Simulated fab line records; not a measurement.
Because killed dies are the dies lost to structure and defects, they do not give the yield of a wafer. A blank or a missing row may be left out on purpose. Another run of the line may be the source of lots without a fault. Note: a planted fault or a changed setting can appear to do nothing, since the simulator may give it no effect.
Comparing a struck lot with a sound one ; flow nandHarc ; 14 out of 1159 route steps
Sound: the wafers L422.2, L422.3, L422.5. Struck: wafer L442.6 (left out: L442.2, L442.5 of the same lot, which were not struck); the cause appears at the end.
Per side, at each step with rows, come the tool, then ch with its chambers, and then its first start. Under that, the readings that differ: sound wafers ; struck wafers ; difference of the means ; sigmas: that difference in standard deviations of wafers without a fault.
alike: a reading whose means differ by less than 2 such deviations, as well as words and numbers matching on both sides. not compared: withheld readings; readings where some wafer has no value; bounds like >300 that might hide an equal value; numbers whose values overlap and for which the record gives no deviation.
A row with sigmas, a row that says differs or no value, or rows on one side alone: a step with any of these is where the two part. Numbers that don't overlap but have no deviation are shown without sigmas and don't part them. A reading that every wafer of one side lacks parts them only if that side has two wafers or more.

first, 2 steps without rows for these wafers: NHARC_A_SOURCE_PLATE_SRD_01; NHARC_A_SOURCE_PLATE_OXIDE_02 (material SiO2, target thk 10 nm, ox time 1362 s).
NHARC_A_SOURCE_PLATE_THK_MEAS_09: measures by ellipsometry.
  sound on filmMetro-02 at day 7 16:20; struck on filmMetro-01 at day 12 06:41
  alike: thkNm
then, 3 steps without rows for these wafers: NHARC_A_SOURCE_PLATE_PVD_04 (deposits WSi2, target thk 50 nm); NHARC_A_SOURCE_PLATE_CVD_03 (deposits poly-Si, target thk 200 nm, time 4000 s); NHARC_A_SOURCE_PLATE_ANNEAL_05 (time 1800 s).
NHARC_A_SOURCE_PLATE_THK_MEAS_06: measures by ellipsometry.
  sound on filmMetro-01 at day 8 05:34; struck on filmMetro-02 at day 12 19:31
  alike: thkNm
NHARC_A_SOURCE_PLATE_INSPECT_08:
  sound on defectInspect-01 at day 8 05:38; struck on defectInspect-02 at day 12 19:34
  alike: rawDefectCount
next comes 1 step that has no rows for these wafers: NHARC_A_ONON_D1_DEP_00 (target thickness 1000 nm).
NHARC_A_ONON_D1_THK_MEAS_02: measures by ellipsometry.
  sound on filmMetro-01 at day 8 06:12; struck on filmMetro-02 at day 12 20:09
  alike: thkNm
NHARC_A_ONON_D1_DEP_03: target thk 1000 nm.
  sound on pecvdOnon-04 ch 0, day 8 06:19; struck on pecvdOnon-04 ch 0, day 12 20:16
NHARC_A_ONON_D1_THK_MEAS_05: measures by ellipsometry.
  sound on filmMetro-02 at day 8 06:46; struck on filmMetro-01 at day 12 20:43
reading;sound;struck;difference;sigmas
thkNm (nm);980 981 982;672;-309;-35
next comes 1 step that has no rows for these wafers: NHARC_A_ONON_D1_DEP_06 (target thickness 1000 nm).
-- the record jumps here: 11 days lie between the struck wafers' starts before and after (it left off in module A_ONON_D1 and takes up again in module END, whose first step shown is number 1159 of the route) --
NHARC_END_SORT_01:
  at this point the record logs the struck wafers (prober-01 ch 0, day 24 04:32) and has no rows for the sound ones

== WHERE THEY PART ==
First at NHARC_A_ONON_D1_THK_MEAS_05; last, within this record, at NHARC_END_SORT_01.

WHY: the cause the simulator had injected
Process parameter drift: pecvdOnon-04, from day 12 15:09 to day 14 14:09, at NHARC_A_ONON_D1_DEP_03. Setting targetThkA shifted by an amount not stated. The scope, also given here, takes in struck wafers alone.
